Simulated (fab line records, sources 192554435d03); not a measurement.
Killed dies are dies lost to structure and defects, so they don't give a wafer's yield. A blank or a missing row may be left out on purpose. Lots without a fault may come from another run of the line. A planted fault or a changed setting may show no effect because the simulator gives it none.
fab line records | flow n5_finfet
record lots=6 wafers=18 last_day=18
route steps=1938 shown BEOL_M2@923 BEOL_M3@931 BEOL_M4@1111 PASSIVATION@1936
lots that met no fault: from a run of the same line without faults
start_h: hours from the record's first day to the start of the lot's first wafer shown | wait_h: hours since the lot's step before | " the same as in the row above | L1.1+2: a row that stands for several wafers | - no value, or no start given | * or withheld: withheld | < > ~ a bound
route shown NAME@n: a module of which the file shows steps, and the number in the route of the first | usual: mean/standard deviation of fault-free wafers | same: alike in all rows | chamber/n: place in a boat | sites: the reading at each site | _std_site: their standard deviation | _edge_site: outer sites' mean less inner sites' | radius_mm: how far each site lies from the wafer's centre | mask NAME#n: copy n | behind: the tool/chamber that last shaped the wafer | hold: why the lot was held/for how many hours/how that ended | device: the transistor (n, p or np) that didn't switch | end of line: the same wafers' tests at the end of the route | a step without rows: its recipe alone | killed: dies lost to structure and defects at the first sort, not the wafer's yield | map: a wafer's dies, x killed, . not, _ none there
set.NAME: the setting as run; set.NAME@STEP: as run at that earlier step | model.NAME: the simulator's own value behind a step, which no gauge read
lots at some steps of the route; a table a step, a row a wafer
services: from which hour (start_h, from the record's first day; less than 0 if before it) a tool's chamber was out of use, for how many hours, and why
## steps
# step N5_BEOL_M2_CMP_52
# recipe stop_on=SiOC t_overpolish_s=6.8 down_force_psi=1 platen_rpm=50 clearing_platen_down_force_psi=1.5 clearing_platen_rpm=50 post_cmp_clean=cu_alkaline target_thk_nm=40 clearing_platen_pad_velocity_m_s=0.99484 pad_velocity_m_s=0.99484
# step N5_BEOL_M2_THK_MEAS_53
# recipe thk_meas_gauge=xrf reads=Cu_of_BEOL_M2_ECD_50
# usual M2_THK=40.2/1.6
# columns lot.wafer tool chamber start_h wait_h M2_THK[nm]
L716.3 film_metro-02 - 184.33 - 40.4
L716.4 " - " " 37.5
L716.5 " - " " 41.0
L718.3 film_metro-01 - 194.18 - 41.9
L718.4 " - " " 43.0
L718.6 " - " " 38.6
L723.1 film_metro-02 - 235.74 - 39.7
L723.2 " - " " 38.0
L723.3 " - " " 42.0
L724.2 film_metro-02 - 237.58 - 40.8
L724.4 " - " " 37.9
L724.6 " - " " 41.5
L726.3 film_metro-02 - 240.56 - 37.4
L726.4 " - " " 41.1
L726.6 " - " " 38.5
L732.1 film_metro-02 - 285.05 - 42.5
L732.3 " - " " 40.6
L732.4 " - " " 42.0
# step N5_BEOL_M2_PRE_CLEAN_60
# recipe gas=NH3/H2 time_s=15 temp_c=* rf_power_w=300
# usual heater_power_w=81/4.5
# same time_s=15
# columns lot.wafer tool chamber start_h wait_h heater_power_w
L716.3 cvd_co-02 1 184.37 0.0 80
L716.4 " 2 " " 75
L716.5 " 0 " " 82
L718.3 cvd_co-01 0 194.22 0.0 91
L718.4 " 0 " " 89
L718.6 " 1 " " 79
L723.1 cvd_co-01 1 235.78 0.0 78
L723.2 " 2 " " 77
L723.3 " 0 " " 90
L724.2 cvd_co-02 1 237.64 0.1 78
L724.4 " 1 " " 82
L724.6 " 0 " " 85
L726.3 cvd_co-02 0 240.60 0.0 82
L726.4 " 2 " " 78
L726.6 " 0 " " 84
L732.1 cvd_co-02 2 285.09 0.0 75
L732.3 " 1 " " 81
L732.4 " 2 " " 78
# step N5_BEOL_M2_CO_CAP_55
# recipe material=Co target_thk_a=20 temp_c=200 precursor=CCTBA/H2 pressure_torr=30 time_s=102.1
# usual heater_power_w=231/5.6
# same time_s=102.1
# columns lot.wafer tool chamber start_h wait_h heater_power_w
L716.3 cvd_co-02 1 184.41 0.0 230
L716.4 " 2 " " 223
L716.5 " 0 " " 232
L718.3 cvd_co-01 0 194.26 0.0 242
L718.4 " 0 " " 242
L718.6 " 1 " " 228
L723.1 cvd_co-01 1 235.82 0.0 225
L723.2 " 2 " " 225
L723.3 " 0 " " 242
L724.2 cvd_co-02 1 237.68 0.0 231
L724.4 " 1 " " 232
L724.6 " 0 " " 230
L726.3 cvd_co-02 0 240.64 0.0 235
L726.4 " 2 " " 227
L726.6 " 0 " " 237
L732.1 cvd_co-02 2 285.13 0.0 234
L732.3 " 1 " " 226
L732.4 " 2 " " 227
# step N5_BEOL_M2_PRE_CLEAN_56
# recipe gas=NH3 time_s=15 temp_c=withheld rf_power_w=300
# step N5_BEOL_M2_DEP_57
# recipe material=SiCN target_thk_a=80 temp_c=withheld precursor=3MS/NH3 pressure_torr=3 rf_w=202 time_s=14
# usual showerhead_plenum_p_Torr=3.668/0.016 showerhead_vpp_V=885/31 throttle_valve_pct=9.2/0.72
# same time_s=14
# columns lot.wafer tool chamber start_h wait_h showerhead_plenum_p_Torr showerhead_vpp_V throttle_valve_pct
L716.3 pecvd-03 2 184.53 0.0 3.652 893 7.7
L716.4 " 1 " " 3.693 818 9.5
L716.5 " 0 " " 3.691 874 10.0
L718.3 pecvd-01 0 194.38 0.0 3.649 851 9.3
L718.4 " 1 " " 3.674 867 8.8
L718.6 " 0 " " 3.656 854 9.5
L723.1 pecvd-01 2 235.94 0.0 3.679 924 8.2
L723.2 " 0 " " 3.650 856 9.1
L723.3 " 1 " " 3.685 879 8.5
L724.2 pecvd-03 1 237.79 0.0 3.686 821 9.3
L724.4 " 2 " " 3.669 919 7.6
L724.6 " 1 " " 3.688 817 9.5
L726.3 pecvd-03 2 240.75 0.0 3.664 910 8.2
L726.4 " 0 " " 3.696 852 9.7
L726.6 " 2 " " 3.659 899 7.9
L732.1 pecvd-04 0 285.25 0.0 3.649 916 10.1
L732.3 " 2 " " 3.676 879 9.0
L732.4 " 2 " " 3.672 860 9.1
# step N5_BEOL_M2_RS_MEAS_58
# recipe thk_meas_gauge=four-point-probe reads=Co_of_BEOL_M2_CO_CAP_55+Cu_of_BEOL_M2_ECD_50+Co_of_BEOL_M2_CVD_47+TaN_of_BEOL_M2_ALD_84
# usual M2_RS=0.67/0.034
# columns lot.wafer tool chamber start_h wait_h M2_RS[ohm/sq]
L716.3 film_metro-01 - 184.59 0.1 0.66
L716.4 " - " " 0.72
L716.5 " - " " 0.64
L718.3 film_metro-01 - 194.44 0.1 0.64
L718.4 " - " " 0.62
L718.6 " - " " 0.71
L723.1 film_metro-01 - 236.01 0.0 0.68
L723.2 " - " " 0.72
L723.3 " - " " 0.63
L724.2 film_metro-01 - 237.86 0.1 0.66
L724.4 " - " " 0.72
L724.6 " - " " 0.64
L726.3 film_metro-02 - 240.82 0.1 0.73
L726.4 " - " " 0.65
L726.6 " - " " 0.70
L732.1 film_metro-01 - 285.31 0.0 0.62
L732.3 " - " " 0.66
L732.4 " - " " 0.63
# step N5_BEOL_M2_INSPECT_59
# recipe inspect_instrument=darkfield mode=post_dep
# usual raw_defect_count=73/21
# columns lot.wafer tool chamber start_h wait_h raw_defect_count
L716.3 defect_inspect-01 - 184.62 0.0 90
L716.4 " - " " 78
L716.5 " - " " 83
L718.3 defect_inspect-01 - 194.47 0.0 48
L718.4 " - " " 34
L718.6 " - " " 48
L723.1 defect_inspect-02 - 236.03 0.0 66
L723.2 " - " " 78
L723.3 " - " " 78
L724.2 defect_inspect-01 - 237.88 0.0 43
L724.4 " - " " 84
L724.6 " - " " 42
L726.3 defect_inspect-01 - 240.85 0.0 48
L726.4 " - " " 49
L726.6 " - " " 46
L732.1 defect_inspect-02 - 285.34 0.0 72
L732.3 " - " " 90
L732.4 " - " " 66
# step N5_BEOL_M3_ILD_DEP_00
# recipe material=SiOC target_thk_a=790 temp_c=350 precursor=DEMS/O2 pressure_torr=5 rf_w=500 time_s=15.3
# step N5_BEOL_M3_THK_MEAS_01
# recipe reads=SiOC_of_BEOL_M3_ILD_DEP_00
# usual M3_ILD_THK=78.7/1.1
# columns lot.wafer tool chamber start_h wait_h M3_ILD_THK[nm]
L716.3 film_metro-02 - 184.72 0.1 80.9
L716.4 " - " " 80.1
L716.5 " - " " 79.9
L718.3 film_metro-02 - 194.57 0.1 78.1
L718.4 " - " " 79.5
L718.6 " - " " 80.2
L723.1 film_metro-02 - 236.14 0.0 79.3
L723.2 " - " " 78.0
L723.3 " - " " 78.5
L724.2 film_metro-02 - 237.99 0.1 78.5
L724.4 " - " " 79.1
L724.6 " - " " 80.0
L726.3 film_metro-01 - 240.95 0.1 79.5
L726.4 " - " " 81.0
L726.6 " - " " 80.9
L732.1 film_metro-02 - 285.44 0.0 78.3
L732.3 " - " " 78.3
L732.4 " - " " 79.9
# step N5_BEOL_M3_PECVD_72
# recipe material=SiO2 target_thk_a=160 temp_c=400 precursor=TEOS/O2 pressure_torr=5.5 rf_w=450 teos_flow_sccm=53.8 gas=O2 flow_sccm=3000 time_s=18
# usual heater_power_w=715/100 showerhead_plenum_p_Torr=8.81/0.078 showerhead_vpp_V=1309/51 throttle_valve_pct=22.7/1.7
# same time_s=18
# columns lot.wafer tool chamber start_h wait_h heater_power_w showerhead_plenum_p_Torr showerhead_vpp_V throttle_valve_pct
L716.3 pecvd-03 0 184.76 0.0 767 8.92 1288 24.1
L716.4 " 1 " " 684 8.92 1222 23.6
L716.5 " 2 " " 557 8.77 1339 19.2
L718.3 pecvd-03 0 194.61 0.0 828 8.94 1284 24.2
L718.4 " 2 " " 550 8.78 1335 19.6
L718.6 " 0 " " 817 8.94 1282 24.5
L723.1 pecvd-04 2 236.17 0.0 617 8.84 1316 22.0
L723.2 " 1 " " 614 8.75 1353 23.7
L723.3 " 2 " " 634 8.84 1332 22.0
L724.2 pecvd-02 2 238.03 0.0 706 8.82 1224 20.0
L724.4 " 1 " " 828 8.82 1354 23.8
L724.6 " 0 " " 690 8.70 1297 21.4
L726.3 pecvd-04 0 240.99 0.0 856 8.71 1343 25.3
L726.4 " 0 " " 860 8.73 1370 25.1
L726.6 " 1 " " 554 8.74 1350 23.7
L732.1 pecvd-04 1 285.48 0.0 659 8.74 1327 24.0
L732.3 " 2 " " 720 8.84 1362 22.1
L732.4 " 1 " " 635 8.71 1327 23.6
# step N5_BEOL_M3_HM_DEP_02
# recipe material=TiN target_thk_a=200 temp_c=25 chamber_pressure_pa=0.49996
# usual throttle_valve_pct=30.1/1.3
# columns lot.wafer tool chamber start_h wait_h throttle_valve_pct
L716.3 pvd_sputter-02 - 184.89 0.1 30.5
L716.4 " - " " 30.2
L716.5 " - " " 29.8
L718.3 pvd_sputter-03 - 195.25 0.6 28.9
L718.4 " - " " 30.1
L718.6 " - " " 28.9
L723.1 pvd_sputter-01 - 236.86 0.7 31.3
L723.2 " - " " 31.2
L723.3 " - " " 32.5
L724.2 pvd_sputter-03 - 239.44 1.4 30.3
L724.4 " - " " 27.5
L724.6 " - " " 29.6
L726.3 pvd_sputter-03 - 242.50 1.5 30.2
L726.4 " - " " 29.3
L726.6 " - " " 30.6
L732.1 pvd_sputter-01 - 285.79 0.3 30.9
L732.3 " - " " 32.5
L732.4 " - " " 31.0
# step N5_BEOL_M3_COAT_61
# recipe resist=SOC temp_c=250 time_s=60 spin_rpm=1500 resist_thk_nm=60
# usual run_length_s=66.29/0.17
# columns lot.wafer tool chamber start_h wait_h run_length_s
L716.3 litho_track-01 0 185.02 0.1 66.59
L716.4 " 0 " " 66.27
L716.5 " 0 " " 66.56
L718.3 litho_track-02 0 195.38 0.1 66.31
L718.4 " 0 " " 66.19
L718.6 " 0 " " 66.43
L723.1 litho_track-02 0 236.98 0.1 66.60
L723.2 " 0 " " 88.45
L723.3 " 0 " " 66.20
L724.2 litho_track-02 0 239.57 0.1 88.62
L724.4 " 0 " " 88.29
L724.6 " 0 " " 66.21
L726.3 litho_track-01 0 242.63 0.1 66.53
L726.4 " 0 " " 66.46
L726.6 " 0 " " 66.54
L732.1 litho_track-01 0 285.92 0.1 66.34
L732.3 " 0 " " 66.30
L732.4 " 0 " " 66.54
# step N5_BEOL_M3_COAT_62
# recipe resist=SiARC temp_c=220 time_s=60 spin_rpm=1500 resist_thk_nm=12
# step N5_BEOL_M4_RC_MEAS_101
# usual DIBL_N=36.3/2.2 DIBL_P=36.0/2.4 IOFF_N=0.16/0.042 IOFF_P=0.22/0.041 ION_N=672/14 ION_P=462/7.9 SS_N=71.7/0.76 SS_P=73.3/0.72 VT_N=250/3.6 VT_P=-249/3
# columns lot.wafer tool chamber start_h wait_h DIBL_N[mV/V] DIBL_P[mV/V] IOFF_N[nA/um] IOFF_P[nA/um] ION_N[uA/um] ION_P[uA/um] SS_N[mV/dec] SS_P[mV/dec] VT_N[mV] VT_P[mV]
L716.3 prober-01 0 205.51 0.3 34.7 34.8 0.14 0.20 664 461 71.5 72.4 251 -251
L716.4 " 0 " " 36.1 35.8 0.15 0.20 667 454 71.8 73.6 254 -250
L716.5 " 0 " " 35.9 36.1 0.16 0.21 672 462 71.8 72.9 252 -252
L718.3 prober-01 0 210.61 0.3 41.9 41.4 0.27 0.32 698 471 72.4 74.5 241 -243
L718.4 " 0 " " 38.6 38.1 0.18 0.25 684 467 71.8 73.5 248 -248
L718.6 " 0 " " 36.6 34.8 0.14 0.20 660 452 71.2 72.7 251 -250
L723.1 prober-02 0 251.65 0.0 34.8 33.6 0.12 0.20 651 452 71.0 73.1 255 -249
L723.2 " 0 " " 38.2 38.3 0.19 0.27 687 470 72.1 74.0 244 -246
L723.3 " 0 " " 37.7 36.9 0.16 0.25 650 452 72.6 74.3 252 -246
L724.2 prober-02 0 266.07 0.2 33.7 35.6 0.13 0.21 661 466 70.9 72.8 253 -248
L724.4 " 0 " " 32.2 33.7 0.11 0.18 659 461 70.5 73.8 255 -250
L724.6 " 0 " " 36.8 39.1 0.18 0.25 672 465 72.0 74.0 248 -251
L726.3 prober-01 0 285.80 0.3 34.3 31.1 0.11 0.15 652 451 70.7 73.0 254 -255
L726.4 " 0 " " 42.5 39.2 0.32 0.30 680 469 74.0 74.4 243 -246
L726.6 " 0 " " 38.5 36.7 0.19 0.24 682 466 72.0 74.3 246 -248
L732.1 prober-01 0 316.51 0.0 35.7 34.4 0.14 0.16 673 451 70.6 72.0 249 -257
L732.3 " 0 " " 39.9 40.0 0.23 0.26 690 457 72.3 73.8 244 -248
L732.4 " 0 " " 38.0 37.6 0.17 0.20 668 452 72.6 73.6 250 -256
# step N5_PASSIVATION_PROBE_49
# usual defect_limited_yield=91.3/1.7 killed_at_M0_to_M3=33/9.9 killed_at_M4_up=14/6.4 killed_at_contacts=12/7 killed_at_front_end=41/13 killed_at_other=3.1/2.9 killed_dies=103/20 killed_open=67/14 killed_short=34/9.4 sort_bin_4_leakage=0.03/0.24 sort_bin_5_function=5.1/1.1 sort_bin_6_memory=3.2/0.79 sort_bin_8_speed=0.02/0.15 sort_n_pass=1077/21 sort_yield_pct=91.2/1.7
# same gross_dies=1180 killed_at_back_side=0
# columns lot.wafer tool chamber start_h wait_h defect_limited_yield[%] killed_at_M0_to_M3 killed_at_M4_up killed_at_contacts killed_at_front_end killed_at_other killed_dies killed_open killed_short sort_bin_4_leakage[%] sort_bin_5_function[%] sort_bin_6_memory[%] sort_bin_8_speed[%] sort_n_pass sort_yield_pct[%]
L724.2 prober-01 - 362.93 0.1 84.7 39 18 30 89 4 180 116 63 0 9.1 5.8 0 1000 84.7
L724.4 prober-01 - 363.03 0.2 90.8 45 7 13 39 4 108 66 41 0 5.0 3.9 0 1072 90.8
L724.6 prober-01 - 363.13 0.3 85.8 57 12 25 62 11 167 102 64 0 7.9 5.8 0 1013 85.8
L726.3 prober-02 - 395.21 0.1 91.7 15 15 17 48 3 98 60 35 0 4.3 3.6 0.08 1082 91.7
L726.4 prober-02 - 395.26 0.2 91.9 29 8 15 36 7 95 57 36 1.19 5.0 2.5 0 1071 90.8
L726.6 prober-02 - 395.36 0.3 93.7 25 8 12 27 2 74 49 23 0 4.2 1.9 0 1106 93.7
# killed by level:class
L724.2 STI_FIN_REVEAL:geometric_particle:open=37 MOL_CONTACT_COAG:geometric_particle:open=24 FIN_SAQP:geometric_particle:short=11 FIN_SAQP:geometric_particle:open=10 GATE_CUT:geometric_particle:short=9 BEOL_M0_SAQP:geometric_particle:short=8 STI_FIN_REVEAL:geometric_particle:short=7 BEOL_M2:geometric_particle:open=7
L724.4 BEOL_M2:geometric_particle:open=16 GATE_CUT:geometric_particle:short=13 MOL_CONTACT_COAG:geometric_particle:open=10 BEOL_M3:geometric_particle:open=7 STI_FIN_REVEAL:geometric_particle:open=5 BEOL_M0_SAQP:geometric_particle:short=5 BEOL_M1:geometric_particle:open=5 STARTING-WAFER:geometric_particle:open=5
L724.6 BEOL_M0_SAQP:geometric_particle:short=20 STI_FIN_REVEAL:geometric_particle:open=20 MOL_CONTACT_COAG:geometric_particle:open=20 BEOL_M0_SAQP:geometric_particle:open=14 FIN_SAQP:geometric_particle:open=9 FIN_SAQP:geometric_particle:short=9 GATE_CUT:geometric_particle:short=7 BEOL_M2:geometric_particle:open=7
L726.3 FIN_SAQP:geometric_particle:short=19 MOL_CONTACT_COAG:geometric_particle:open=14 FIN_SAQP:geometric_particle:open=12 BEOL_M4:geometric_particle:open=8 BEOL_M2:geometric_particle:open=5 STARTING-WAFER:geometric_particle:open=5 GATE_CUT:geometric_particle:short=4 BEOL_M0_SAQP:geometric_particle:open=4
L726.4 MOL_CONTACT_COAG:geometric_particle:open=14 GATE_CUT:geometric_particle:short=9 FIN_SAQP:geometric_particle:open=7 BEOL_M0_SAQP:geometric_particle:short=7 BEOL_M0_SAQP:geometric_particle:open=7 BEOL_M2:geometric_particle:open=6 FIN_SAQP:geometric_particle:short=5 BEOL_M4:geometric_particle:open=4
L726.6 MOL_CONTACT_COAG:geometric_particle:open=11 BEOL_M0_SAQP:geometric_particle:open=8 FIN_SAQP:geometric_particle:short=6 FIN_SAQP:geometric_particle:open=4 BEOL_M2:geometric_particle:open=4 GATE_CUT:geometric_particle:open=3 STI_FIN_REVEAL:geometric_particle:open=3 BEOL_M3:geometric_particle:open=3
## services
# columns tool chamber start_h hours kind
cvd_co-01 - 165.04 0.5 repair
pecvd-04 0 165.96 12.2 repair
pecvd-01 1 176.64 5.5 scheduled_down
pecvd-03 - 189.70 2.8 pm
pecvd-02 2 202.38 - clean
pecvd-02 2 202.38 - consumable_replace:showerhead
pecvd-02 2 202.38 29.0 scheduled_down
pecvd-02 2 202.38 29.0 vent_cycle
pecvd-01 2 217.52 5.5 scheduled_down
litho_track-01 - 224.48 - consumable_replace:filter
pecvd-02 - 231.82 5.6 repair
pecvd-04 0 231.97 6.2 repair
pecvd-01 0 233.33 2.1 scheduled_down
pecvd-01 2 258.14 2.1 scheduled_down
pvd_sputter-02 - 269.38 29.2 repair
pecvd-02 2 271.23 2.1 scheduled_down
pecvd-04 1 281.92 2.1 scheduled_down
## key
first_sign step=N5_BEOL_M3_COAT_61 reading=run_length_s direction=up sigmas=99+ usual=* struck=*
effect none on later readings
met_at N5_BEOL_M3_COAT_61
struck_wafers L723.2,L724.2,L724.4
onset_between 195.38 236.98
fault kind=process_parameter_drift tool=litho_track-02 chamber=- onset_h=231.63 steps=N5_BEOL_M3_COAT_61 channel=time_s offset=* shape=step end_h=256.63 scope=struck_wafers_only acts_in=* stated=*
